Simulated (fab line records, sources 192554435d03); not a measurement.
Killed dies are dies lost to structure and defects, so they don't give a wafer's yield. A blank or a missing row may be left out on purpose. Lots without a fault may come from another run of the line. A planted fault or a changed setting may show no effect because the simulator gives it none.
Chamber matching | flow n5_finfet | N5_BEOL_M8_ETCH_72 on rie_diel-04: 4 sister chambers
The step etches underlayer in N2/H2, target depth 6.5 nm, time 5.2 s. 24 wafers are shown with their chamber, then 12 later ones without.

WAFERS WITH THEIR CHAMBER
wafer  | chamber | drypump_motor_current_A (A) | throttle_valve_pct (%) | oes_product_au (a.u.)
L074.1 | 1       | 5.5                         | 18.07                  | 0.61
L074.3 | 2       | 5.2                         | 17.56                  | 0.78
L074.6 | 0       | 6.3                         | 17.29                  | 0.72
L076.2 | 0       | 6.3                         | 17.33                  | 0.71
L076.3 | 3       | 5.5                         | 17.87                  | 0.67
L076.6 | 2       | 5.1                         | 17.57                  | 0.76
L077.3 | 2       | 5.2                         | 17.57                  | 0.76
L077.4 | 1       | 5.5                         | 18.11                  | 0.60
L077.6 | 1       | 5.5                         | 18.08                  | 0.60
L078.1 | 3       | 5.5                         | 17.91                  | 0.66
L078.3 | 2       | 5.1                         | 17.57                  | 0.76
L078.5 | 1       | 5.5                         | 18.10                  | 0.61
L079.1 | 0       | 6.3                         | 17.34                  | 0.69
L079.5 | 0       | 6.3                         | 17.33                  | 0.69
L079.6 | 3       | 5.5                         | 17.91                  | 0.67
L081.4 | 2       | 5.1                         | 17.61                  | 0.74
L081.5 | 1       | 5.5                         | 18.11                  | 0.59
L081.6 | 2       | 5.1                         | 17.62                  | 0.76
L084.1 | 1       | 5.5                         | 18.11                  | 0.60
L084.2 | 2       | 5.1                         | 17.64                  | 0.73
L084.3 | 3       | 5.5                         | 17.95                  | 0.65
L088.1 | 2       | 5.2                         | 17.63                  | 0.73
L088.3 | 0       | 6.2                         | 17.39                  | 0.67
L088.4 | 0       | 6.2                         | 17.38                  | 0.66

SIGNATURES (means of the wafers above)
reading                 | chamber 0 | chamber 1 | chamber 2 | chamber 3 | scatter within a chamber
drypump_motor_current_A | 6.267     | 5.500     | 5.138     | 5.500     | 0.0401
throttle_valve_pct      | 17.3433   | 18.0967   | 17.5963   | 17.9100   | 0.0305
oes_product_au          | 0.6900    | 0.6017    | 0.7525    | 0.6625    | 0.0163
Rule: a wafer's distance from a chamber is the root of the sum, over the readings, of the square of ((its reading less the chamber's mean) divided by the reading's scatter). The wafer belongs to the nearest chamber; if the next one is less than 2 further off, it can't be placed. The scatter: the root of (the sum of the squares of (reading less its chamber's mean) over the shown wafers, divided by (wafers less chambers)).

WAFERS WITHOUT THEIR CHAMBER
wafer  | drypump_motor_current_A (A) | throttle_valve_pct (%) | oes_product_au (a.u.)
L091.2 | 5.1                         | 17.64                  | 0.72
L091.5 | 5.1                         | 17.65                  | 0.72
L091.6 | 5.5                         | 17.97                  | 0.64
L092.1 | 6.3                         | 17.39                  | 0.67
L092.4 | 5.5                         | 18.11                  | 0.59
L092.6 | 5.2                         | 17.63                  | 0.73
L094.1 | 6.2                         | 17.41                  | 0.66
L094.2 | 5.5                         | 17.99                  | 0.63
L094.6 | 5.5                         | 17.99                  | 0.63
L097.1 | 5.1                         | 17.66                  | 0.73
L097.2 | 5.5                         | 18.00                  | 0.64
L097.5 | 5.1                         | 17.65                  | 0.72

WHICH CHAMBER EACH WENT THROUGH
wafer  | from the rows above     | in truth
L091.2 | 2                       | 2
L091.5 | 2                       | 2
L091.6 | 3                       | 3
L092.1 | 0                       | 0
L092.4 | 1                       | 1
L092.6 | 2                       | 2
L094.1 | 0                       | 0
L094.2 | can't be placed: 3 or 1 | 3
L094.6 | can't be placed: 3 or 1 | 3
L097.1 | 2                       | 2
L097.2 | can't be placed: 3 or 1 | 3
L097.5 | 2                       | 2
Placed correctly: 9 of 12. Can't be placed from these rows: 3 (the true chamber is among the candidates in 3). Placed wrongly: 0.
